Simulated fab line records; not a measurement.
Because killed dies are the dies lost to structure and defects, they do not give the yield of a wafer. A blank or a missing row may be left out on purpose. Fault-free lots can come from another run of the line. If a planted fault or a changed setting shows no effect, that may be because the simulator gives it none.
Chamber matching / flow nand_harc / 4 sister chambers for NHARC_A_STAIRCASE_ALD_420 on ald_hk-01
The step deposits SiO2, target thk 20 nm, pulse time 6 s, ald cycles 200. 8 wafers are shown with their chamber, then 12 later ones without.

WAFERS, EACH WITH ITS CHAMBER
wafer=L085.1; chamber=2; heater_power_outer_w (W)=231; heater_power_w (W)=425
wafer=L084.1; chamber=3; heater_power_outer_w (W)=248; heater_power_w (W)=444
wafer=L084.3; chamber=2; heater_power_outer_w (W)=229; heater_power_w (W)=430
wafer=L088.1; chamber=3; heater_power_outer_w (W)=245; heater_power_w (W)=440
wafer=L088.2; chamber=1; heater_power_outer_w (W)=249; heater_power_w (W)=502
wafer=L086.1; chamber=1; heater_power_outer_w (W)=255; heater_power_w (W)=491
wafer=L086.3; chamber=0; heater_power_outer_w (W)=299; heater_power_w (W)=525
wafer=L086.6; chamber=0; heater_power_outer_w (W)=301; heater_power_w (W)=517

WAFERS MISSING THEIR CHAMBER
wafer=L089.1; heater_power_outer_w (W)=261; heater_power_w (W)=480
wafer=L089.2; heater_power_outer_w (W)=297; heater_power_w (W)=522
wafer=L089.5; heater_power_outer_w (W)=250; heater_power_w (W)=460
wafer=L094.2; heater_power_outer_w (W)=258; heater_power_w (W)=491
wafer=L094.3; heater_power_outer_w (W)=228; heater_power_w (W)=440
wafer=L094.4; heater_power_outer_w (W)=244; heater_power_w (W)=461
wafer=L096.1; heater_power_outer_w (W)=227; heater_power_w (W)=445
wafer=L096.3; heater_power_outer_w (W)=242; heater_power_w (W)=455
wafer=L096.4; heater_power_outer_w (W)=248; heater_power_w (W)=511
wafer=L097.3; heater_power_outer_w (W)=218; heater_power_w (W)=428
wafer=L097.4; heater_power_outer_w (W)=251; heater_power_w (W)=468
wafer=L097.6; heater_power_outer_w (W)=301; heater_power_w (W)=537

EACH ONE'S CHAMBER
wafer=L089.1; from the rows above=1; in truth=1
wafer=L089.2; from the rows above=0; in truth=0
wafer=L089.5; from the rows above=3; in truth=3
wafer=L094.2; from the rows above=1; in truth=1
wafer=L094.3; from the rows above=2; in truth=2
wafer=L094.4; from the rows above=3; in truth=3
wafer=L096.1; from the rows above=2; in truth=2
wafer=L096.3; from the rows above=3; in truth=3
wafer=L096.4; from the rows above=1; in truth=1
wafer=L097.3; from the rows above=2; in truth=2
wafer=L097.4; from the rows above=can't be placed: 3 or 1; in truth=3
wafer=L097.6; from the rows above=0; in truth=0
Correct placement for 11 of the 12. From these rows, 1 cannot be placed; in 1 the true chamber is one of the candidates. Number placed wrongly: 0.
How it was worked out, from the rows above alone: a wafer's distance from a chamber is the root of the sum, over the readings, of the square of ((its reading less the chamber's mean) divided by the reading's scatter). If the next closest chamber is less than 2 further off than the closest, the wafer can't be placed; otherwise it belongs to the closest. A chamber's mean is the mean of its shown wafers. How the scatter is found: for the shown wafers, subtract from each reading the mean of its chamber, square and add these, divide the total by (wafers less chambers), then take the root.
